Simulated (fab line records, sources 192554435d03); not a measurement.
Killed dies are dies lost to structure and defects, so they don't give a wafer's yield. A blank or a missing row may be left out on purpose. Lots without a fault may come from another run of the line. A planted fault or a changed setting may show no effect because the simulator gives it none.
Problem report in the 8D (eight disciplines) form, filled by code | flow n5_finfet | the parts of the form that need people (team, actions taken, sign-off) are left out

1. THE PROBLEM
spin_speed_rpm at N5_BEOL_M4_COAT_68 reads a mean of 1547.0 rpm on 6 wafers of 2 lots; wafers without a fault read 1500.0 rpm with a standard deviation of 1. That is +47 standard deviations from the usual mean.
The step: time 60 s, resist thk 12 nm.
First seen on wafer L537.2, day 10 09:26, on litho_track-01. The record holds 12 wafers of 4 lots with a number at this step. Rule for "out", or "out of limits": more than 4 standard deviations from the usual mean. The other wafers with a number count as sound.

2. WHAT IT IS AND WHAT IT IS NOT
question                    | is                     | is not
which readings at this step | spin_speed_rpm         | -
which lots                  | L537, L540             | L528, L547
which wafers of those lots  | all that have a number | -
read on which tools         | litho_track-01         | litho_track-02
when                        | from day 10 09:26      | up to then (3 sound wafers); but 3 sound wafers of L547 came after

3. SUSPECTS, AND WHAT RULES EACH OUT
Counting: a tool at a process step up to the reading stays a suspect if it ran every lot that is out and no sound lot after the first of them.
- litho_track-01 at N5_BEOL_M4_COAT_68 (time 60 s, resist thk 12 nm): kept. It ran every lot that is out, first L537 (day 10 09:26), and no sound lot after that; its last sound lot up to then is L528 (day 7 03:35). Its own readings are out on those wafers: spin_speed_rpm.
Left after counting: litho_track-01 at N5_BEOL_M4_COAT_68.

4. THE CAUSE (what the simulator had put in)
Process parameter drift: litho_track-01, from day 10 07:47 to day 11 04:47, at N5_BEOL_M4_COAT_68. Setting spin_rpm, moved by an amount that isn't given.
Counting left only this tool.

5. THE CHAIN OF EFFECTS, in route order
Each row: a reading whose mean over the struck wafers that have a number lies more than 3 standard deviations from the usual. Only readings for which the record gives a usual standard deviation are gone through. hours: the time from each lot's start at the first step in this table that gives one to its start at this step, as a median over the lots. sigmas: the change in usual standard deviations.
hours | step               | reading        | usual      | on struck wafers | change | sigmas
0     | N5_BEOL_M4_COAT_68 | spin_speed_rpm | 1500.0 rpm | 1547.0           | +47.0  | +47
The process steps in it:
- N5_BEOL_M4_COAT_68: time 60 s, resist thk 12 nm.
Later measuring or inspecting steps at which every struck wafer that the step has a row for has a number for every such reading, and none has moved that far: N5_BEOL_M4_RC_MEAS_101.

6. WHAT WOULD HAVE CAUGHT IT SOONER
In this record the first reading out of limits was taken at day 10 09:26, 2 hours after the fault began at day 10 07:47.
